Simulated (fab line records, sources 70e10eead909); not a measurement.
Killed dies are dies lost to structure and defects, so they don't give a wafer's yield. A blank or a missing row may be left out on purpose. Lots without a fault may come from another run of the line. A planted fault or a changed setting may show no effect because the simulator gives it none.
Chamber matching | flow nand_harc | NHARC_THIN_TSV_ETCH_15 on rie_si-02: 4 sister chambers
The step target depth 3000 nm, bosch target overetch cycles 2, bosch etch step 2.8 s. 4 wafers are shown with their chamber, then 7 later ones without.

WAFERS WITH THEIR CHAMBER
wafer  | chamber | drypump_motor_current_A (A)
L914.2 | 1       | 5.3
L922.5 | 2       | 6.0
L924.2 | 0       | 5.2
L924.4 | 3       | 5.0

WAFERS WITHOUT THEIR CHAMBER
wafer  | drypump_motor_current_A (A)
L924.5 | 5.2
L926.1 | 5.2
L926.5 | 5.2
L926.6 | 5.3
L935.2 | 5.2
L935.3 | 5.3
L935.5 | 5.1

WHICH CHAMBER EACH WENT THROUGH
wafer  | from the rows above     | in truth
L924.5 | 0                       | 0
L926.1 | 0                       | 0
L926.5 | 0                       | 0
L926.6 | 1                       | 1
L935.2 | 0                       | 0
L935.3 | 1                       | 1
L935.5 | can't be placed: 3 or 0 | 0
Placed correctly: 6 of 7. Can't be placed from these rows: 1 (the true chamber is among the candidates in 1). Placed wrongly: 0.
How it was worked out, from the rows above alone: a wafer's distance from a chamber is the root of the sum, over the readings, of the square of ((its reading less the chamber's mean) divided by the reading's scatter). The wafer belongs to the nearest chamber; if the next one is less than 2 further off, it can't be placed. A chamber's mean is the mean of its shown wafers. The scatter: with one shown wafer a chamber, the root of the mean of the squares of how far each hidden wafer lies from its nearest shown one.
